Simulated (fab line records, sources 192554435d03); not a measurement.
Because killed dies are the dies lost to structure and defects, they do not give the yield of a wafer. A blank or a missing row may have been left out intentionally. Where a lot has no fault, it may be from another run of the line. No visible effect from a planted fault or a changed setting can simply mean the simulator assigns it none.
fab line records :: flow n5-finfet
record:
  lots: 4
  wafers: 11
  last-day: 20
route steps=1938 shown MOL_CONTACT_COAG@606 BEOL_M4@1111 PASSIVATION@1936
lots untouched by any fault: they come from a run of this same line in which no faults occurred
start-h: hours from the record's first day to the start of the lot's first wafer shown :: wait-h: hours since the lot's step before :: " same as the row above :: L1.1+2: one row covering several wafers at once :: - either no value or no given start :: * or withheld: withheld :: < > ~ a bound
route shown NAME@n: names a module that has steps shown in the file, with the first one's number in the route :: usual: mean/standard deviation taken from wafers without a fault :: same: alike in all rows :: chamber/n: place in a boat :: sites: the reading at each site :: _std_site: standard deviation across them :: _edge_site: mean of outer sites minus mean of inner sites :: radius-mm: how far each site lies from the wafer's centre :: mask NAME#n: copy n :: behind: the tool/chamber that last shaped the wafer :: hold: what put the lot on hold/how long, in hours/how the hold closed :: device: the transistor (n, p or np) that didn't switch :: end of line: the tests these same wafers got at the end of their route :: for a step that has no rows: nothing shown but its recipe :: killed: the dies lost at the first sort to structure and to defects; this is not the yield of the wafer :: map: a wafer's dies, x killed, . not, _ none there
set.NAME: the setting as run; set.NAME@STEP: as run at that earlier step :: model.NAME: the simulator's own value behind a step, which no gauge read
lots at selected steps of the route; one table per step, one row per wafer
services: when a tool's chamber went out of use (start-h, in hours from the record's first day, below 0 if earlier), for how many hours, and the reason
== steps ==
step: N5_MOL_CONTACT_COAG_ETCH_65
recipe:
  chemistry: N2/H2
  target: underlayer
  target-depth-a: 130
  mask-material: CAR-EUV
  time-s: 10.4
  ion-energy-ev: 200
  pressure-mtorr: 30
  source-w: 840
  bias-w: 150
  n2-flow-sccm: 200
  h2-flow-sccm: 200
  ends: cleared
step: N5_MOL_CONTACT_COAG_ETCH_66
recipe:
  chemistry: CF4
  target: SiARC
  target-depth-a: 130
  mask-material: CAR-EUV
  time-s: 21.7
  ion-energy-ev: 80
  pressure-mtorr: 40
  source-w: 545
  bias-w: 36
  Ar_flow_sccm: 100
  cf4-flow-sccm: 100
  ends: cleared
step: N5_MOL_CONTACT_COAG_ALD_133
recipe:
  material: SiO2
  target-thk-a: 50
  temp-c: 100
  ald-precursor-family: BDEAS
  ald-co-reactant: O2-plasma
  pulse-time-s: 1
  co-reactant-pulse-time-s: 1
  purge-time-s: 2
  co-reactant-purge-time-s: 2
  ald-cycles: 35
  pressure-torr: 2
step: N5_MOL_CONTACT_COAG_ETCHBACK_134
recipe:
  chemistry: CHF3
  target: SiO2
  target-depth-a: 100
  time-s: 6.7
  ion-energy-ev: 200
  pressure-mtorr: 30
  source-w: 610
  bias-w: 170
  Ar_flow_sccm: 200
  CHF3_flow_sccm: 50
step: N5_MOL_CONTACT_COAG_ETCH_67
recipe:
  chemistry: N2/H2
  target: SOC
  target-depth-a: 600
  overetch-a: 210
  mask-material: SiARC
  temp-c: 40
  time-s: 101.2
  ion-energy-ev: 200
  pressure-mtorr: 30
  source-w: 840
  bias-w: 150
  n2-flow-sccm: 200
  h2-flow-sccm: 200
step: N5_MOL_CONTACT_COAG_STRIP_68
recipe:
  chemistry: N2/H2
  temp-c: 40
  n2-flow-sccm: 200
  h2-flow-sccm: 200
  rf-frequency-hz: 6e+07
step: N5_MOL_CONTACT_COAG_STRIP_69
recipe:
  chemistry: N2/H2
  temp-c: 40
  n2-flow-sccm: 200
  h2-flow-sccm: 200
  rf-frequency-hz: 6e+07
step: N5_MOL_CONTACT_COAG_ETCHBACK_136
recipe:
  chemistry: CHF3
  target: SiO2
  target-depth-a: 250
  time-s: 16.7
  ion-energy-ev: 200
  pressure-mtorr: 30
  source-w: 610
  bias-w: 170
  Ar_flow_sccm: 200
  CHF3_flow_sccm: 50
step: N5_MOL_CONTACT_COAG_STRIP_120
recipe:
  chemistry: CHF3
  resist: SiARC
  rf-frequency-hz: 6e+07
step: N5_MOL_CONTACT_COAG_VIA_ETCH_117
recipe:
  chemistry: C4F6/O2
  target-depth-a: 400
  overetch-a: 80
  mask-material: SOC
  target: SiO2
  bias-w: 455
  pressure-mtorr: 10
  time-s: 26
  source-w: 325
  Ar_flow_sccm: 300
  C4F6_flow_sccm: 10
  O2_flow_sccm: 10
  ion-energy-ev: 575.3
  ends: end-point
step: N5_MOL_CONTACT_COAG_ETCH_124
recipe:
  chemistry: CH3F/O2
  target: SiNx
  target-depth-a: 65
  mask-material: SOC
  stop-on: SiOC
  over-etch-frac: 0.3
  ion-energy-ev: 120
  pressure-mtorr: 30
  source-w: 395
  bias-w: 73
  Ar_flow_sccm: 150
  CH3F_flow_sccm: 30
  O2_flow_sccm: 20
  ends: end-point
step: N5_MOL_CONTACT_COAG_ETCH_48
recipe:
  chemistry: C4F6/O2
  target-depth-a: 150
  overetch-a: 45
  mask-material: SOC
  target: SiOC
  bias-w: 465
  pressure-mtorr: 10
  time-s: 17
  source-w: 335
  Ar_flow_sccm: 300
  C4F6_flow_sccm: 10
  O2_flow_sccm: 10
  ion-energy-ev: 576
step: N5_MOL_CONTACT_COAG_STRIP_72
recipe:
  chemistry: N2/H2
  power-w: 450
  temp-c: 40
  pressure-mtorr: 20
  rf-frequency-hz: 6e+07
  overash-fraction: 3
  bias-power-w: 7
  h2-frac: 0.5
  n2-flow-sccm: 200
  h2-flow-sccm: 200
usual:
  bias-power-w: 7.000/0.023
  chamber-pressure-mTorr: 20.00/0.045
  drypump-motor-current-A: 5.6/0.47
  oes-product-au: 0.78/0.082
  rf-vpp-V: 59.2/1.9
  showerhead-plenum-p-Torr: 2.54/0.11
  throttle-valve-pct: 23.65/0.22
lot.wafer: L367.1
tool: rie-diel-04
chamber: 1
start-h: 173.75
wait-h: 0.0
bias-power-w: -
chamber-pressure-mTorr: -
drypump-motor-current-A: -
oes-product-au: -
rf-hours-counter-h: -
rf-vpp-V: -
showerhead-plenum-p-Torr: -
throttle-valve-pct: -
model.SOC_of_MOL_CONTACT_COAG_COAT_62.thk-nm: 46.2
model.SiO2_of_MOL_CONTACT_COAG_ALD_133.thk-nm: 5

lot.wafer: L367.6
tool: rie-diel-04
chamber: 1
start-h: 173.75
wait-h: 0.0
bias-power-w: -
chamber-pressure-mTorr: -
drypump-motor-current-A: -
oes-product-au: -
rf-hours-counter-h: -
rf-vpp-V: -
showerhead-plenum-p-Torr: -
throttle-valve-pct: -
model.SOC_of_MOL_CONTACT_COAG_COAT_62.thk-nm: 46
model.SiO2_of_MOL_CONTACT_COAG_ALD_133.thk-nm: 5

lot.wafer: L368.1
tool: rie-diel-02
chamber: 2
start-h: 188.02
wait-h: 0.0
bias-power-w: -
chamber-pressure-mTorr: -
drypump-motor-current-A: -
oes-product-au: -
rf-hours-counter-h: -
rf-vpp-V: -
showerhead-plenum-p-Torr: -
throttle-valve-pct: -
model.SOC_of_MOL_CONTACT_COAG_COAT_62.thk-nm: 46
model.SiO2_of_MOL_CONTACT_COAG_ALD_133.thk-nm: 5

lot.wafer: L368.2
tool: rie-diel-02
chamber: 0
start-h: 188.02
wait-h: 0.0
bias-power-w: -
chamber-pressure-mTorr: -
drypump-motor-current-A: -
oes-product-au: -
rf-hours-counter-h: -
rf-vpp-V: -
showerhead-plenum-p-Torr: -
throttle-valve-pct: -
model.SOC_of_MOL_CONTACT_COAG_COAT_62.thk-nm: 45.8
model.SiO2_of_MOL_CONTACT_COAG_ALD_133.thk-nm: 5

lot.wafer: L368.4
tool: rie-diel-02
chamber: 3
start-h: 188.02
wait-h: 0.0
bias-power-w: -
chamber-pressure-mTorr: -
drypump-motor-current-A: -
oes-product-au: -
rf-hours-counter-h: -
rf-vpp-V: -
showerhead-plenum-p-Torr: -
throttle-valve-pct: -
model.SOC_of_MOL_CONTACT_COAG_COAT_62.thk-nm: 46
model.SiO2_of_MOL_CONTACT_COAG_ALD_133.thk-nm: 5

lot.wafer: L375.2
tool: rie-diel-04
chamber: 2
start-h: 216.85
wait-h: 0.0
bias-power-w: 7.002
chamber-pressure-mTorr: 20.07
drypump-motor-current-A: 5.8
oes-product-au: 0.83
rf-hours-counter-h: 80
rf-vpp-V: 59.2
showerhead-plenum-p-Torr: 2.46
throttle-valve-pct: 23.05
model.SOC_of_MOL_CONTACT_COAG_COAT_62.thk-nm: 0
model.SiO2_of_MOL_CONTACT_COAG_ALD_133.thk-nm: 0

lot.wafer: L375.3
tool: rie-diel-04
chamber: 3
start-h: 216.85
wait-h: 0.0
bias-power-w: 7.052
chamber-pressure-mTorr: 20.00
drypump-motor-current-A: 5.8
oes-product-au: 0.73
rf-hours-counter-h: 173
rf-vpp-V: 57.3
showerhead-plenum-p-Torr: 2.54
throttle-valve-pct: 23.83
model.SOC_of_MOL_CONTACT_COAG_COAT_62.thk-nm: 0
model.SiO2_of_MOL_CONTACT_COAG_ALD_133.thk-nm: 0

lot.wafer: L375.4
tool: rie-diel-04
chamber: 0
start-h: 216.85
wait-h: 0.0
bias-power-w: 7.023
chamber-pressure-mTorr: 19.98
drypump-motor-current-A: 5.7
oes-product-au: 0.91
rf-hours-counter-h: -
rf-vpp-V: 60.1
showerhead-plenum-p-Torr: 2.71
throttle-valve-pct: 23.68
model.SOC_of_MOL_CONTACT_COAG_COAT_62.thk-nm: 0
model.SiO2_of_MOL_CONTACT_COAG_ALD_133.thk-nm: 0

lot.wafer: L378.4
tool: rie-diel-01
chamber: 0
start-h: 238.59
wait-h: 0.0
bias-power-w: 7.041
chamber-pressure-mTorr: 20.02
drypump-motor-current-A: 4.9
oes-product-au: 0.72
rf-hours-counter-h: 212
rf-vpp-V: 60.9
showerhead-plenum-p-Torr: 2.49
throttle-valve-pct: 23.72
model.SOC_of_MOL_CONTACT_COAG_COAT_62.thk-nm: 0
model.SiO2_of_MOL_CONTACT_COAG_ALD_133.thk-nm: 0

lot.wafer: L378.5
tool: rie-diel-01
chamber: 2
start-h: 238.59
wait-h: 0.0
bias-power-w: 6.981
chamber-pressure-mTorr: 20.01
drypump-motor-current-A: 6.4
oes-product-au: 0.86
rf-hours-counter-h: -
rf-vpp-V: 62.3
showerhead-plenum-p-Torr: 2.70
throttle-valve-pct: 23.80
model.SOC_of_MOL_CONTACT_COAG_COAT_62.thk-nm: 0
model.SiO2_of_MOL_CONTACT_COAG_ALD_133.thk-nm: 0

lot.wafer: L378.6
tool: rie-diel-01
chamber: 1
start-h: 238.59
wait-h: 0.0
bias-power-w: 6.998
chamber-pressure-mTorr: 20.07
drypump-motor-current-A: 5.3
oes-product-au: 0.95
rf-hours-counter-h: -
rf-vpp-V: 57.7
showerhead-plenum-p-Torr: 2.49
throttle-valve-pct: 23.48
model.SOC_of_MOL_CONTACT_COAG_COAT_62.thk-nm: 0
model.SiO2_of_MOL_CONTACT_COAG_ALD_133.thk-nm: 0
step: N5_MOL_CONTACT_COAG_STRIP_49
recipe:
  chemistry: N2/H2
  time-s: 30
  power-w: 1000
  temp-c: 250
  pressure-mtorr: withheld
  n2-flow-sccm: 1750
  h2-flow-sccm: 3250
usual:
  drypump-motor-current-A: 5.7/0.34
  h2-flow-sccm: 3251/9.9
  heater-power-w: 315/41
lot.wafer: L367.1
tool: plasma-asher-01
chamber: 1
start-h: 173.83
wait-h: 0.1
drypump-motor-current-A: 5.6
h2-flow-sccm: 3249
heater-power-w: 256
rf-hours-counter-h: 53
model.SOC_of_MOL_CONTACT_COAG_COAT_62.thk-nm: 34

lot.wafer: L367.6
tool: plasma-asher-01
chamber: 0
start-h: 173.83
wait-h: 0.1
drypump-motor-current-A: 5.2
h2-flow-sccm: 3245
heater-power-w: 365
rf-hours-counter-h: -
model.SOC_of_MOL_CONTACT_COAG_COAT_62.thk-nm: 34

lot.wafer: L368.1
tool: plasma-asher-01
chamber: 0
start-h: 188.10
wait-h: 0.1
drypump-motor-current-A: 5.2
h2-flow-sccm: 3255
heater-power-w: 359
rf-hours-counter-h: 56
model.SOC_of_MOL_CONTACT_COAG_COAT_62.thk-nm: 33.8

lot.wafer: L368.2
tool: plasma-asher-01
chamber: 1
start-h: 188.10
wait-h: 0.1
drypump-motor-current-A: 5.6
h2-flow-sccm: 3264
heater-power-w: 260
rf-hours-counter-h: 56
model.SOC_of_MOL_CONTACT_COAG_COAT_62.thk-nm: 33.6

lot.wafer: L368.4
tool: plasma-asher-01
chamber: 0
start-h: 188.10
wait-h: 0.1
drypump-motor-current-A: 5.2
h2-flow-sccm: 3240
heater-power-w: 357
rf-hours-counter-h: -
model.SOC_of_MOL_CONTACT_COAG_COAT_62.thk-nm: 33.8

lot.wafer: L375.2
tool: plasma-asher-01
chamber: 0
start-h: 216.95
wait-h: -
drypump-motor-current-A: 5.2
h2-flow-sccm: 3241
heater-power-w: 358
rf-hours-counter-h: 62
model.SOC_of_MOL_CONTACT_COAG_COAT_62.thk-nm: 0

lot.wafer: L375.3
tool: plasma-asher-01
chamber: 0
start-h: 216.95
wait-h: -
drypump-motor-current-A: 5.2
h2-flow-sccm: 3241
heater-power-w: 367
rf-hours-counter-h: -
model.SOC_of_MOL_CONTACT_COAG_COAT_62.thk-nm: 0

lot.wafer: L375.4
tool: plasma-asher-01
chamber: 1
start-h: 216.95
wait-h: -
drypump-motor-current-A: 5.6
h2-flow-sccm: 3244
heater-power-w: 261
rf-hours-counter-h: -
model.SOC_of_MOL_CONTACT_COAG_COAT_62.thk-nm: 0

lot.wafer: L378.4
tool: plasma-asher-01
chamber: 1
start-h: 238.71
wait-h: -
drypump-motor-current-A: 5.6
h2-flow-sccm: 3258
heater-power-w: 252
rf-hours-counter-h: -
model.SOC_of_MOL_CONTACT_COAG_COAT_62.thk-nm: 0

lot.wafer: L378.5
tool: plasma-asher-01
chamber: 1
start-h: 238.71
wait-h: -
drypump-motor-current-A: 5.6
h2-flow-sccm: 3256
heater-power-w: 265
rf-hours-counter-h: -
model.SOC_of_MOL_CONTACT_COAG_COAT_62.thk-nm: 0

lot.wafer: L378.6
tool: plasma-asher-01
chamber: 0
start-h: 238.71
wait-h: -
drypump-motor-current-A: 5.2
h2-flow-sccm: 3249
heater-power-w: 362
rf-hours-counter-h: -
model.SOC_of_MOL_CONTACT_COAG_COAT_62.thk-nm: 0
step: N5_MOL_CONTACT_COAG_PRECLEAN_138
recipe:
  chemistry: alkaline-clean
  temp-c: 60
  time-s: 60
  do-ppb: 50
step: N5_BEOL_M4_RC_MEAS_101
usual:
  DIBL_N: 36.7/1.8
  DIBL_P: 37.0/2.4
  IOFF_N: 0.17/0.036
  IOFF_P: 0.22/0.042
  ION_N: 673/12
  ION_P: 462/8.5
  SS_N: 71.7/0.62
  SS_P: 73.4/0.65
  VT_N: 250/3.7
  VT_P: -250/3.7
lot.wafer: L375.2
tool: prober-01
chamber: 0
start-h: 300.70
wait-h: 0.2
DIBL_N[mV/V]: 37.6
DIBL_P[mV/V]: 36.2
IOFF_N[nA/um]: 0.17
IOFF_P[nA/um]: 0.22
ION_N[uA/um]: 675
ION_P[uA/um]: 459
SS_N[mV/dec]: 71.5
SS_P[mV/dec]: 73.6
VT_N[mV]: 249
VT_P[mV]: -252

lot.wafer: L375.3
tool: prober-01
chamber: 0
start-h: 300.70
wait-h: 0.2
DIBL_N[mV/V]: 34.7
DIBL_P[mV/V]: 33.3
IOFF_N[nA/um]: 0.13
IOFF_P[nA/um]: 0.17
ION_N[uA/um]: 675
ION_P[uA/um]: 459
SS_N[mV/dec]: 71.0
SS_P[mV/dec]: 72.9
VT_N[mV]: 255
VT_P[mV]: -252

lot.wafer: L375.4
tool: prober-01
chamber: 0
start-h: 300.70
wait-h: 0.2
DIBL_N[mV/V]: 32.5
DIBL_P[mV/V]: 30.5
IOFF_N[nA/um]: 0.11
IOFF_P[nA/um]: 0.15
ION_N[uA/um]: 664
ION_P[uA/um]: 456
SS_N[mV/dec]: 70.4
SS_P[mV/dec]: 72.1
VT_N[mV]: 254
VT_P[mV]: -257

lot.wafer: L378.4
tool: prober-01
chamber: 0
start-h: 356.19
wait-h: 0.5
DIBL_N[mV/V]: 36.3
DIBL_P[mV/V]: 36.1
IOFF_N[nA/um]: 0.16
IOFF_P[nA/um]: 0.21
ION_N[uA/um]: 686
ION_P[uA/um]: 465
SS_N[mV/dec]: 71.9
SS_P[mV/dec]: 73.1
VT_N[mV]: 248
VT_P[mV]: -249

lot.wafer: L378.5
tool: prober-01
chamber: 0
start-h: 356.19
wait-h: 0.5
DIBL_N[mV/V]: 36.5
DIBL_P[mV/V]: 35.6
IOFF_N[nA/um]: 0.15
IOFF_P[nA/um]: 0.20
ION_N[uA/um]: 675
ION_P[uA/um]: 464
SS_N[mV/dec]: 71.0
SS_P[mV/dec]: 73.1
VT_N[mV]: 249
VT_P[mV]: -253

lot.wafer: L378.6
tool: prober-01
chamber: 0
start-h: 356.19
wait-h: 0.5
DIBL_N[mV/V]: 34.9
DIBL_P[mV/V]: 32.6
IOFF_N[nA/um]: 0.12
IOFF_P[nA/um]: 0.15
ION_N[uA/um]: 663
ION_P[uA/um]: 445
SS_N[mV/dec]: 71.7
SS_P[mV/dec]: 72.3
VT_N[mV]: 255
VT_P[mV]: -255
step: N5_PASSIVATION_PROBE_49
usual:
  defect-limited-yield: 91.1/1.4
  killed_at_M0_to_M3: 32/9.3
  killed_at_M4_up: 13/5.8
  killed-at-contacts: 12/6.3
  killed-at-front-end: 44/12
  killed-at-other: 3.6/2.7
  killed-dies: 104/17
  killed-on-rim: 14/3.9
  killed-open: 69/13
  killed-short: 34/6.9
  sort_bin_5_function: 5.2/0.98
  sort_bin_6_memory: 3.3/0.59
  sort-n-pass: 1075/17
  sort-yield-pct: 91.1/1.4
same:
  gross-dies: 1180
  killed-at-back-side: 0
  sort_bin_4_leakage[%]: 0
  sort_bin_8_speed[%]: 0
lot.wafer: L367.1
tool: prober-02
chamber: -
start-h: 360.80
wait-h: 0.0
defect-limited-yield[%]: 0
killed_at_M0_to_M3: 15
killed_at_M4_up: 17
killed-at-contacts: 1119
killed-at-front-end: 29
killed-at-other: 0
killed-dies: 1180
killed-on-rim: 152
killed-open: 55
killed-short: 23
sort_bin_5_function[%]: 97.7
sort_bin_6_memory[%]: 2.1
sort-n-pass: 0
sort-yield-pct[%]: 0

lot.wafer: L367.6
tool: prober-02
chamber: -
start-h: 361.05
wait-h: 0.3
defect-limited-yield[%]: 0
killed_at_M0_to_M3: 40
killed_at_M4_up: 8
killed-at-contacts: 1102
killed-at-front-end: 28
killed-at-other: 2
killed-dies: 1180
killed-on-rim: 152
killed-open: 52
killed-short: 32
sort_bin_5_function[%]: 96.8
sort_bin_6_memory[%]: 3.0
sort-n-pass: 0
sort-yield-pct[%]: 0

lot.wafer: L368.1
tool: prober-01
chamber: -
start-h: 375.31
wait-h: 0.0
defect-limited-yield[%]: 0
killed_at_M0_to_M3: 28
killed_at_M4_up: 9
killed-at-contacts: 1084
killed-at-front-end: 52
killed-at-other: 7
killed-dies: 1180
killed-on-rim: 152
killed-open: 89
killed-short: 26
sort_bin_5_function[%]: 96.0
sort_bin_6_memory[%]: 3.7
sort-n-pass: 0
sort-yield-pct[%]: 0

lot.wafer: L368.2
tool: prober-01
chamber: -
start-h: 375.36
wait-h: 0.1
defect-limited-yield[%]: 0
killed_at_M0_to_M3: 47
killed_at_M4_up: 7
killed-at-contacts: 1081
killed-at-front-end: 44
killed-at-other: 1
killed-dies: 1180
killed-on-rim: 152
killed-open: 86
killed-short: 37
sort_bin_5_function[%]: 95.7
sort_bin_6_memory[%]: 4.3
sort-n-pass: 0
sort-yield-pct[%]: 0

lot.wafer: L368.4
tool: prober-01
chamber: -
start-h: 375.46
wait-h: 0.2
defect-limited-yield[%]: 0
killed_at_M0_to_M3: 26
killed_at_M4_up: 4
killed-at-contacts: 1101
killed-at-front-end: 46
killed-at-other: 3
killed-dies: 1180
killed-on-rim: 152
killed-open: 60
killed-short: 38
sort_bin_5_function[%]: 96.3
sort_bin_6_memory[%]: 3.4
sort-n-pass: 0
sort-yield-pct[%]: 0
killed by level:class
L367.1 MOL_CONTACT_COAG:area-cvd=1102 MOL_CONTACT_COAG:geometric-particle:open=13 BEOL_M4:geometric-particle:open=9 FIN_SAQP:geometric-particle:open=6 BEOL_M1:geometric-particle:open=5 FIN_SAQP:geometric-particle:short=4 STI_FIN_REVEAL:geometric-particle:open=4 DUMMY_GATE:geometric-particle:open=4
L367.6 MOL_CONTACT_COAG:area-cvd=1095 BEOL_M2:geometric-particle:open=12 BEOL_M0_SAQP:geometric-particle:open=9 BEOL_M0_SAQP:geometric-particle:short=8 FIN_SAQP:geometric-particle:open=6 FIN_SAQP:geometric-particle:short=5 MOL_CONTACT_COAG:geometric-particle:open=5 BEOL_M4:geometric-particle:open=5
L368.1 MOL_CONTACT_COAG:area-cvd=1064 MOL_CONTACT_COAG:geometric-particle:open=17 FIN_SAQP:geometric-particle:open=16 STI_FIN_REVEAL:geometric-particle:open=15 BEOL_M2:geometric-particle:open=9 FIN_SAQP:geometric-particle:short=5 BEOL_M3:geometric-particle:open=5 DUMMY_GATE:geometric-particle:open=4
L368.2 MOL_CONTACT_COAG:area-cvd=1055 MOL_CONTACT_COAG:geometric-particle:open=24 BEOL_M3:geometric-particle:open=13 FIN_SAQP:geometric-particle:open=10 BEOL_M0_SAQP:geometric-particle:open=9 FIN_SAQP:geometric-particle:short=8 BEOL_M0_SAQP:geometric-particle:short=8 STI_FIN_REVEAL:geometric-particle:open=7
L368.4 MOL_CONTACT_COAG:area-cvd=1081 MOL_CONTACT_COAG:geometric-particle:open=13 DUMMY_GATE:geometric-particle:open=10 FIN_SAQP:geometric-particle:open=9 FIN_SAQP:geometric-particle:short=8 BEOL_M0_SAQP:geometric-particle:short=8 MOL_CONTACT_COAG:geometric-particle:short=7 BEOL_M2:geometric-particle:open=6
map L367.1 (x killed, . not)
_________________xxxxxxxxxxxx________________
______________xxxxxxxxxxxxxxxxxx_____________
___________xxxxxxxxxxxxxxxxxxxxxxxx__________
__________xxxxxxxxxxxxxxxxxxxxxxxxxx_________
________xxxxxxxxxxxxxxxxxxxxxxxxxxxxxx_______
_______xxxxxxxxxxxxxxxxxxxxxxxxxxxxxxxx______
______xxxxxxxxxxxxxxxxxxxxxxxxxxxxxxxxxx_____
_____xxxxxxxxxxxxxxxxxxxxxxxxxxxxxxxxxxxx____
____xxxxxxxxxxxxxxxxxxxxxxxxxxxxxxxxxxxxxx___
___xxxxxxxxxxxxxxxxxxxxxxxxxxxxxxxxxxxxxxxx__
___xxxxxxxxxxxxxxxxxxxxxxxxxxxxxxxxxxxxxxxx__
__xxxxxxxxxxxxxxxxxxxxxxxxxxxxxxxxxxxxxxxxxx_
__xxxxxxxxxxxxxxxxxxxxxxxxxxxxxxxxxxxxxxxxxx_
_xxxxxxxxxxxxxxxxxxxxxxxxxxxxxxxxxxxxxxxxxxxx
_xxxxxxxxxxxxxxxxxxxxxxxxxxxxxxxxxxxxxxxxxxxx
_xxxxxxxxxxxxxxxxxxxxxxxxxxxxxxxxxxxxxxxxxxxx
_xxxxxxxxxxxxxxxxxxxxxxxxxxxxxxxxxxxxxxxxxxxx
_xxxxxxxxxxxxxxxxxxxxxxxxxxxxxxxxxxxxxxxxxxxx
_xxxxxxxxxxxxxxxxxxxxxxxxxxxxxxxxxxxxxxxxxxxx
_xxxxxxxxxxxxxxxxxxxxxxxxxxxxxxxxxxxxxxxxxxxx
_xxxxxxxxxxxxxxxxxxxxxxxxxxxxxxxxxxxxxxxxxxxx
__xxxxxxxxxxxxxxxxxxxxxxxxxxxxxxxxxxxxxxxxxx_
__xxxxxxxxxxxxxxxxxxxxxxxxxxxxxxxxxxxxxxxxxx_
___xxxxxxxxxxxxxxxxxxxxxxxxxxxxxxxxxxxxxxxx__
___xxxxxxxxxxxxxxxxxxxxxxxxxxxxxxxxxxxxxxxx__
____xxxxxxxxxxxxxxxxxxxxxxxxxxxxxxxxxxxxxx___
_____xxxxxxxxxxxxxxxxxxxxxxxxxxxxxxxxxxxx____
______xxxxxxxxxxxxxxxxxxxxxxxxxxxxxxxxxx_____
_______xxxxxxxxxxxxxxxxxxxxxxxxxxxxxxxx______
________xxxxxxxxxxxxxxxxxxxxxxxxxxxxxx_______
__________xxxxxxxxxxxxxxxxxxxxxxxxxx_________
___________xxxxxxxxxxxxxxxxxxxxxxxx__________
______________xxxxxxxxxxxxxxxxxx_____________
_________________xxxxxxxxxxxx________________
map L368.1 (x killed, . not)
_________________xxxxxxxxxxxx________________
______________xxxxxxxxxxxxxxxxxx_____________
___________xxxxxxxxxxxxxxxxxxxxxxxx__________
__________xxxxxxxxxxxxxxxxxxxxxxxxxx_________
________xxxxxxxxxxxxxxxxxxxxxxxxxxxxxx_______
_______xxxxxxxxxxxxxxxxxxxxxxxxxxxxxxxx______
______xxxxxxxxxxxxxxxxxxxxxxxxxxxxxxxxxx_____
_____xxxxxxxxxxxxxxxxxxxxxxxxxxxxxxxxxxxx____
____xxxxxxxxxxxxxxxxxxxxxxxxxxxxxxxxxxxxxx___
___xxxxxxxxxxxxxxxxxxxxxxxxxxxxxxxxxxxxxxxx__
___xxxxxxxxxxxxxxxxxxxxxxxxxxxxxxxxxxxxxxxx__
__xxxxxxxxxxxxxxxxxxxxxxxxxxxxxxxxxxxxxxxxxx_
__xxxxxxxxxxxxxxxxxxxxxxxxxxxxxxxxxxxxxxxxxx_
_xxxxxxxxxxxxxxxxxxxxxxxxxxxxxxxxxxxxxxxxxxxx
_xxxxxxxxxxxxxxxxxxxxxxxxxxxxxxxxxxxxxxxxxxxx
_xxxxxxxxxxxxxxxxxxxxxxxxxxxxxxxxxxxxxxxxxxxx
_xxxxxxxxxxxxxxxxxxxxxxxxxxxxxxxxxxxxxxxxxxxx
_xxxxxxxxxxxxxxxxxxxxxxxxxxxxxxxxxxxxxxxxxxxx
_xxxxxxxxxxxxxxxxxxxxxxxxxxxxxxxxxxxxxxxxxxxx
_xxxxxxxxxxxxxxxxxxxxxxxxxxxxxxxxxxxxxxxxxxxx
_xxxxxxxxxxxxxxxxxxxxxxxxxxxxxxxxxxxxxxxxxxxx
__xxxxxxxxxxxxxxxxxxxxxxxxxxxxxxxxxxxxxxxxxx_
__xxxxxxxxxxxxxxxxxxxxxxxxxxxxxxxxxxxxxxxxxx_
___xxxxxxxxxxxxxxxxxxxxxxxxxxxxxxxxxxxxxxxx__
___xxxxxxxxxxxxxxxxxxxxxxxxxxxxxxxxxxxxxxxx__
____xxxxxxxxxxxxxxxxxxxxxxxxxxxxxxxxxxxxxx___
_____xxxxxxxxxxxxxxxxxxxxxxxxxxxxxxxxxxxx____
______xxxxxxxxxxxxxxxxxxxxxxxxxxxxxxxxxx_____
_______xxxxxxxxxxxxxxxxxxxxxxxxxxxxxxxx______
________xxxxxxxxxxxxxxxxxxxxxxxxxxxxxx_______
__________xxxxxxxxxxxxxxxxxxxxxxxxxx_________
___________xxxxxxxxxxxxxxxxxxxxxxxx__________
______________xxxxxxxxxxxxxxxxxx_____________
_________________xxxxxxxxxxxx________________
== services ==
tool: rie-diel-04
chamber: 2
start-h: 158.20
hours: 4.0
kind: repair

tool: rie-diel-04
chamber: 1
start-h: 175.91
hours: 66.9
kind: repair

tool: rie-diel-01
chamber: 1
start-h: 192.52
hours: -
kind: clean

tool: rie-diel-01
chamber: 1
start-h: 192.52
hours: -
kind: consumable-replace:focus-ring

tool: rie-diel-01
chamber: -
start-h: 218.42
hours: 14.6
kind: pm

tool: rie-diel-02
chamber: 3
start-h: 223.86
hours: -
kind: clean

tool: rie-diel-02
chamber: 3
start-h: 223.86
hours: -
kind: consumable-replace:focus-ring

tool: rie-diel-02
chamber: 3
start-h: 223.86
hours: 20.6
kind: scheduled-down

tool: rie-diel-02
chamber: 3
start-h: 223.86
hours: 20.6
kind: vent-cycle
== key ==
first-sign:
  step: N5_MOL_CONTACT_COAG_STRIP_72
  reading: tool-record
  direction: missing
effect:
  step: N5_PASSIVATION_PROBE_49
  reading: killed-at-contacts
  direction: up
  sigmas: 99+
  usual: 12
  struck: 1097
model-effect:
  step: N5_MOL_CONTACT_COAG_STRIP_72
  value: SOC_of_MOL_CONTACT_COAG_COAT_62.thk-nm
  without: 0
  struck: 46
model-effect:
  step: N5_MOL_CONTACT_COAG_STRIP_49
  value: SOC_of_MOL_CONTACT_COAG_COAT_62.thk-nm
  without: 0
  struck: 33.84
more-kills-born-at:
  N5_MOL_CONTACT_COAG_CVD_140@cvd-w-01: 3200
  N5_MOL_CONTACT_COAG_CVD_140@cvd-w-02: 2197
met-at N5_MOL_CONTACT_COAG_STRIP_72
struck-wafers L367.1,L367.6,L368.1,L368.2,L368.4
later-rows-left-out L367.1,L367.6,L368.1,L368.2,L368.4
fault:
  kind: skipped-step-whole
  tool: rie-diel-02,rie-diel-04
  chamber: -
  onset-h: 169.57
  steps: N5_MOL_CONTACT_COAG_STRIP_72
  scope: struck-lots-only
later-rows-left-out: the simulator's readings of these wafers behind a module that went badly wrong aren't trusted and aren't shown, but for the sort
